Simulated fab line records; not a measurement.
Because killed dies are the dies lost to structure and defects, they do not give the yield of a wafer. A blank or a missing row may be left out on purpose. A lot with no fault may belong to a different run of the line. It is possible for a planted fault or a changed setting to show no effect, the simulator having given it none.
A struck lot beside a sound one -- flow nand-harc -- 16 steps out of a route of 1159
Sound: the wafers L531.1, L531.3, L531.5. Struck: wafers L521.2, L521.4, L521.6. At the end, the cause is stated.
At each step with rows: each side's tool, then ch and its chambers, then its first start. Under that, the readings that differ: sound wafers -- struck wafers -- difference of the means -- sigmas: that difference in standard deviations of wafers without a fault.
alike: a reading whose means differ by less than 2 such deviations, as well as words and numbers matching on both sides. not compared: withheld readings; readings where some wafer has no value; bounds like >300 that might hide an equal value; numbers whose values overlap and for which the record gives no deviation.
A row with sigmas, a row that says differs or no value, or rows on one side alone: a step with any of these is where the two part. Numbers that don't overlap but have no deviation are shown without sigmas and don't part them. A reading missing from all wafers of one side parts the sides only when that side holds two or more wafers.

NHARC_P_M2_INSPECT_11:
  sound: defect-inspect-02 at day 10 17:02; struck: defect-inspect-01 at day 8 15:23
  alike: raw-defect-count
then, 1 step without rows for these wafers: NHARC_P_M2_DESCUM_14 (chemistry O2, time 3 s).
NHARC_P_M2_ETCH_35: etches the open film in N2/H2, target depth 40 nm, overetch 12 nm, time 43.94 s.
  sound on rie-diel-03 ch 0,3, day 10 17:10; struck on rie-diel-03 ch 0,2,3, day 8 15:33
  alike: drypump-motor-current-A, oes-product-au, rf-vpp-V, showerhead-plenum-p-Torr, throttle-valve-pct
  not compared: rf-hours-counter-h
NHARC_P_M2_ETCH_15: etches the open film in C4F8/Ar, target depth 182.5 nm, time 91.2 s.
  sound on rie-diel-03 ch 0,1; struck on rie-diel-03 ch 0,1
  alike: oes-product-au, rf-vpp-V
  not compared: rf-hours-counter-h
NHARC_P_M2_CD_MEAS_16:
  sound: cd-sem-02 at day 10 17:23; struck: cd-sem-01 at day 8 15:46
  alike: cd-nm
NHARC_P_M2_STRIP_18: strips in N2/H2.
  sound on rie-diel-09 ch 0,2, day 10 17:31; struck on rie-diel-03 ch 0,3, day 8 15:52
  alike: drypump-motor-current-A, oes-product-au, rf-vpp-V, showerhead-plenum-p-Torr, throttle-valve-pct
  not compared: rf-hours-counter-h
then, 2 steps without rows for these wafers: NHARC_P_M2_ETCH_28 (etches the open film in CF4/N2, target depth 30 nm, time 72.99 s); NHARC_P_M2_STRIP_19 (strips in post etch residue remover, time 600 s).
NHARC_P_M2_DEGAS_29: time 60 s.
  sound: pvd-sputter-01 at day 10 18:10; struck: pvd-sputter-03 at day 8 16:29
reading,sound,struck,difference,sigmas
susceptor-temp-C (C),- - -,250.11 249.97 250.14,no value on the sound wafers,
  alike: heater-power-w
then, 3 steps without rows for these wafers: NHARC_P_M2_PRE_CLEAN_30 (time 30 s); NHARC_P_M2_PVD_20 (deposits TaN, target thk 5 nm, time 8.06 s); NHARC_P_M2_PVD_21 (deposits Cu, target thk 30 nm, time 20.49 s).
NHARC_P_M2_ECD_22: material Cu, target thk 400 nm.
  sound on ecd-cu-02 ch 0,1, day 10 18:32; struck on ecd-cu-01 ch 0,1, day 8 16:50
  no value came back on the struck wafers for bath-heat-duty-pct (%), bath-temp-c (C); on the sound wafers bath-heat-duty-pct (%) reads 6.1 6.5 6.2
NHARC_P_M2_ANNEAL_31: time 90 s.
  sound on rtp-anneal-02 ch 0, day 10 18:54; struck on rtp-anneal-02 ch 0, day 8 17:16
  alike: wafer_temp_C_max
NHARC_P_M2_CMP_23: polishes, t overpolish 20 s, target thk 144.3 nm.
  sound on cmp-02 ch 0,3, day 10 19:15; struck on cmp-02 ch 0,1,3, day 8 17:35
reading,sound,struck,difference,sigmas
time-to-endpoint-s (s),29.8 29.7 28.1,3.4 3.9 2.5,-25.9,-10
  alike: motor-current-A, slurry-flow-ml-min
NHARC_P_M2_THK_MEAS_24: measures by xrf.
  sound: film-metro-01 at day 10 19:34; struck: film-metro-01 at day 8 18:02
reading,sound,struck,difference,sigmas
thk-nm (nm),144.0 143.4 144.0,30.1 29.6 27.7,-114.7,-82
  not compared: hold

WHERE THEY PART
First at NHARC_P_M2_DEGAS_29; last, within this record, at NHARC_P_M2_THK_MEAS_24.

WHY: the cause the simulator had injected
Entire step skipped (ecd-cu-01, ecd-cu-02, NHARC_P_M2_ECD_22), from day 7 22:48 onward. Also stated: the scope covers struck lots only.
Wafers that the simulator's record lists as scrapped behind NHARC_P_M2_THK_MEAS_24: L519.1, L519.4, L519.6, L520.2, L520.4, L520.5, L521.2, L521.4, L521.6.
